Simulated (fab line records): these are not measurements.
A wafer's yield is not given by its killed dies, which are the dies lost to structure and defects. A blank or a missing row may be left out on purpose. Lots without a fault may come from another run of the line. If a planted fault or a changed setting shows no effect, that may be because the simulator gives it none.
Which of the tools did it? :: flow nand-harc :: 6 lots, 18 wafers sampled, at 2 steps of a route of 1159

WHAT EACH GAUGE READ, for each wafer
NHARC_P_ZERO_WELL_INSPECT_43.
lot: L511
measured: day 2 13:21
on: defect-inspect-02
raw-defect-count: 11 16 13

lot: L513
measured: day 3 01:49
on: defect-inspect-01
raw-defect-count: 9 12 9

lot: L519
measured: day 4 13:35
on: defect-inspect-02
raw-defect-count: 18 11 21

lot: L526
measured: day 6 07:33
on: defect-inspect-01
raw-defect-count: 21 600 577

lot: L528
measured: day 6 19:52
on: defect-inspect-01
raw-defect-count: 14 26 19

lot: L530
measured: day 7 07:40
on: defect-inspect-02
raw-defect-count: 17 19 12

WHAT TOOL EACH LOT RAN ON (gives the tool, then ch and the chambers of the sampled wafers, and finally the start)
lot: L511
NHARC_P_ZERO_WELL_PECVD_02: pecvd-01 ch 0,1,2, day 2 06:26

lot: L513
NHARC_P_ZERO_WELL_PECVD_02: pecvd-02 ch 0,1,2, day 2 18:27

lot: L519
NHARC_P_ZERO_WELL_PECVD_02: pecvd-03 ch 0,1, day 4 06:29

lot: L526
NHARC_P_ZERO_WELL_PECVD_02: pecvd-01 ch 1,2, day 6 00:29

lot: L528
NHARC_P_ZERO_WELL_PECVD_02: pecvd-03 ch 0,2, day 6 12:33

lot: L530
NHARC_P_ZERO_WELL_PECVD_02: pecvd-03 ch 0,1, day 7 00:32
- NHARC_P_ZERO_WELL_PECVD_02: deposits SiO2, target thk 10 nm.

THE ANSWER, worked out from the rows above alone
Rule: what is usual is taken from the lots themselves. The widest of any qualifying gaps counts: lots, ordered by their means at a reading, are off when they make up no more than a third of the lots, leave a main group of 4 or more, and stand apart from it by 3 or more times the standard deviation of that group's means. If all means in a main group match to the digits the tables above print for the reading, that group is not used. A lot without any number at a reading at which 4 lots or more have one is off too. Where the step has rows for the other lots, those lots are counted as sound.
Off: L526, at NHARC_P_ZERO_WELL_INSPECT_43 (raw-defect-count). Main group: mean 15, sd 3.3.
If a tool, at a process step before that reading, ran all the lots that are off and no sound lot after the first of them, it fits. The gauges at NHARC_P_ZERO_WELL_INSPECT_43 are tried like those tools. One fits: NHARC_P_ZERO_WELL_PECVD_02 on pecvd-01. A fault onset in the window from L511 (day 2 06:26, its last sound lot) to L526 (day 6 00:29, its first lot off) fits.

WHAT HAD BEEN PUT IN BY THE SIMULATOR
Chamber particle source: pecvd-01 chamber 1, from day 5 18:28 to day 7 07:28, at NHARC_P_ZERO_WELL_PECVD_02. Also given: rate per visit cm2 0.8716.
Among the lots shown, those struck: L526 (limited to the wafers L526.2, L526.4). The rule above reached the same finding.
